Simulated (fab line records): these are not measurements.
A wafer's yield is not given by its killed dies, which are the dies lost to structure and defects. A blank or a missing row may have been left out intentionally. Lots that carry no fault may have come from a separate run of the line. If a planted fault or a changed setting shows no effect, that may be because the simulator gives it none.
Split-lot study | flow n5_finfet | on a route of 1938 steps: 7 lots, 21 wafers read

== THE SPLIT ITSELF ==
At N5_BEOL_M13_ETCH_59 (etches BARC in N2/H2, target depth 89 nm, overetch 26.7 nm, time 67.9 s), the setting time_s was moved away from the recipe's 67.9 s on 6 of the 21 wafers read, by -17.5% to +20.9%. For the rest of the wafers, this setting stayed at what the recipe calls for.

The reading is taken at the split's own step.

== THE READING ==
coat_of_BEOL_M13_COAT_04.thk_nm (the simulator's own value, which no gauge read), in nm, at N5_BEOL_M13_ETCH_59 (etches BARC in N2/H2, target depth 89 nm, overetch 26.7 nm, time 67.9 s). The file gives no usual value for it. Average 318.3 nm, standard deviation 1.5 nm, over the 15 wafers here run with the recipe.

wafer  | tool, chamber at the split | time_s as run, s | against the recipe | coat_of_BEOL_M13_COAT_04.thk_nm, nm | against lot-mates on the recipe
L077.2 | rie_diel-03, 3             | 67.9             | recipe             | 319.2                               | -
L077.4 | rie_diel-03, 0             | 67.9             | recipe             | 318.8                               | -
L077.6 | rie_diel-03, 0             | 67.9             | recipe             | 318.8                               | -
L079.1 | rie_diel-04, 3             | 67.9             | recipe             | 320                                 | -
L079.3 | rie_diel-04, 0             | 82.08            | +20.9%             | 305.6                               | -14.7
L079.6 | rie_diel-04, 3             | 67.9             | recipe             | 320.6                               | -
L081.4 | rie_diel-03, 1             | 78.74            | +16.0%             | 306.4                               | -11.3
L081.5 | rie_diel-03, 2             | 67.9             | recipe             | 318.4                               | -
L081.6 | rie_diel-03, 3             | 67.9             | recipe             | 317                                 | -
L083.2 | rie_diel-04, 0             | 67.9             | recipe             | 316.2                               | -
L083.3 | rie_diel-04, 2             | 67.9             | recipe             | 317.2                               | -
L083.6 | rie_diel-04, 1             | 67.9             | recipe             | 317.4                               | -
L088.1 | rie_diel-04, 1             | 77.48            | +14.1%             | 308                                 | -12.0
L088.3 | rie_diel-04, 0             | 77.48            | +14.1%             | 308.2                               | -11.8
L088.6 | rie_diel-04, 2             | 67.9             | recipe             | 320                                 | -
L086.1 | rie_diel-04, 3             | 56.02            | -17.5%             | 328.2                               | +12.8
L086.4 | rie_diel-04, 0             | 67.9             | recipe             | 315.4                               | -
L086.6 | rie_diel-04, 2             | 56.02            | -17.5%             | 327.4                               | +12.0
L092.2 | rie_diel-03, 2             | 67.9             | recipe             | 318.6                               | -
L092.4 | rie_diel-03, 1             | 67.9             | recipe             | 317.2                               | -
L092.5 | rie_diel-03, 2             | 67.9             | recipe             | 319.6                               | -

FIT RESULTS
A straight line over all 21 wafers: coat_of_BEOL_M13_COAT_04.thk_nm changes by -0.626 nm for each +1% of time_s; r = -0.97; the points scatter about the line by 1.5 nm.
The same after taking each lot's own level away (the mean of its wafers on the recipe; 21 wafers): -0.736 nm for each +1%; r = -0.99; scatter 0.75 nm.
On that fit, the largest move of time_s shifts the reading by 15 nm.
Across the lots, their own levels run from 315.40 to 320.30 nm, a range of 3.4 times the standard deviation given above.
Thus the slope moves with the lot-to-lot level: the two fits are different.
Check: with one of the wafers moved furthest among these (+20.9%) left out of the fit, the line predicts -15.8 nm for it against its lot-mates. Against them it came out at -14.7 nm.

== THE OTHER SPLITS THESE WAFERS WENT THROUGH ==
Note: prior to the reading, these wafers also went through further splits. Each is held against what the fit with the lots' levels taken away leaves over:
other split on the same wafers | wafers away from the commonest value | r with coat_of_BEOL_M13_COAT_04.thk_nm (lot level and that fit taken away)
N5_BEOL_M11_COAT_59 spin_rpm   | 6                                    | +0.03
N5_BEOL_M11_COAT_22 spin_rpm   | 5                                    | +0.32
N5_BEOL_M11_ETCH_66 time_s     | 10                                   | +0.13
N5_BEOL_M12_SPUTTER_44 time_s  | 10                                   | +0.09
N5_BEOL_M13_ILD_DEP_00 time_s  | 5                                    | +0.33
N5_BEOL_M13_EXPOSE_07 dose_mj  | 8                                    | -0.10

== THE FILE'S OWN FIT ==
coat_of_BEOL_M13_COAT_04.thk_nm changes by -0.729 nm for each +1% of time_s, r = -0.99.
